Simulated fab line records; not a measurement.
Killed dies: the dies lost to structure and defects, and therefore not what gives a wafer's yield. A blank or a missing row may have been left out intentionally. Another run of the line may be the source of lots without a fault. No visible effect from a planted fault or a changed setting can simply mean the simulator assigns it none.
Chamber matching || flow n5-finfet || 4 sister chambers for N5_BEOL_M3_ALD_84 on ald-metal-02
The step deposits TaN, pulse time 2 s, purge time 3 s, co reactant purge time 2 s. 14 wafers are shown with their chamber, then 7 later ones without.

== WAFERS PAIRED WITH THEIR CHAMBERS ==
{"wafer": "L076.1", "chamber": 1, "heater-power-w (W)": 420}
{"wafer": "L076.2", "chamber": 3, "heater-power-w (W)": 566}
{"wafer": "L076.3", "chamber": 0, "heater-power-w (W)": 490}
{"wafer": "L076.4", "chamber": 3, "heater-power-w (W)": 553}
{"wafer": "L076.5", "chamber": 0, "heater-power-w (W)": 488}
{"wafer": "L076.6", "chamber": 1, "heater-power-w (W)": 413}
{"wafer": "L080.1", "chamber": 2, "heater-power-w (W)": 513}
{"wafer": "L080.3", "chamber": 3, "heater-power-w (W)": 545}
{"wafer": "L080.4", "chamber": 0, "heater-power-w (W)": 493}
{"wafer": "L084.1", "chamber": 2, "heater-power-w (W)": 522}
{"wafer": "L084.3", "chamber": 3, "heater-power-w (W)": 536}
{"wafer": "L084.4", "chamber": 1, "heater-power-w (W)": 407}
{"wafer": "L090.1", "chamber": 0, "heater-power-w (W)": 495}
{"wafer": "L090.2", "chamber": 3, "heater-power-w (W)": 553}

SIGNATURES, as means of the wafers listed above
{"reading": "heater-power-w", "chamber 0": 491.50, "chamber 1": 413.33, "chamber 2": 517.50, "chamber 3": 550.60, "scatter within a chamber": 8.05}
Rule: a wafer lies at a distance from a chamber equal to the root of the sum of squares, over the readings, of (its reading less the chamber's mean, divided by the reading's scatter). The wafer belongs to the nearest chamber; if the next one is less than 2 further off, it can't be placed. The scatter: take each reading less its chamber's mean, square it, sum over the shown wafers, divide by the number of wafers less the number of chambers, and take the root.

== WAFERS WHOSE CHAMBER IS MISSING ==
{"wafer": "L090.4", "heater-power-w (W)": 405}
{"wafer": "L091.1", "heater-power-w (W)": 531}
{"wafer": "L091.2", "heater-power-w (W)": 563}
{"wafer": "L091.4", "heater-power-w (W)": 417}
{"wafer": "L097.2", "heater-power-w (W)": 503}
{"wafer": "L097.5", "heater-power-w (W)": 557}
{"wafer": "L097.6", "heater-power-w (W)": 487}

== THE CHAMBER EACH PASSED THROUGH ==
{"wafer": "L090.4", "from the rows above": 1, "in truth": 1}
{"wafer": "L091.1", "from the rows above": "can't be placed: 2 or 3", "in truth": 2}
{"wafer": "L091.2", "from the rows above": 3, "in truth": 3}
{"wafer": "L091.4", "from the rows above": 1, "in truth": 1}
{"wafer": "L097.2", "from the rows above": "can't be placed: 0 or 2", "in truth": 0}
{"wafer": "L097.5", "from the rows above": 3, "in truth": 3}
{"wafer": "L097.6", "from the rows above": 0, "in truth": 0}
Correct placement for 5 of the 7. Unplaceable from these rows: 2, with the true chamber sitting among the candidates in 2. 0 placed wrongly.
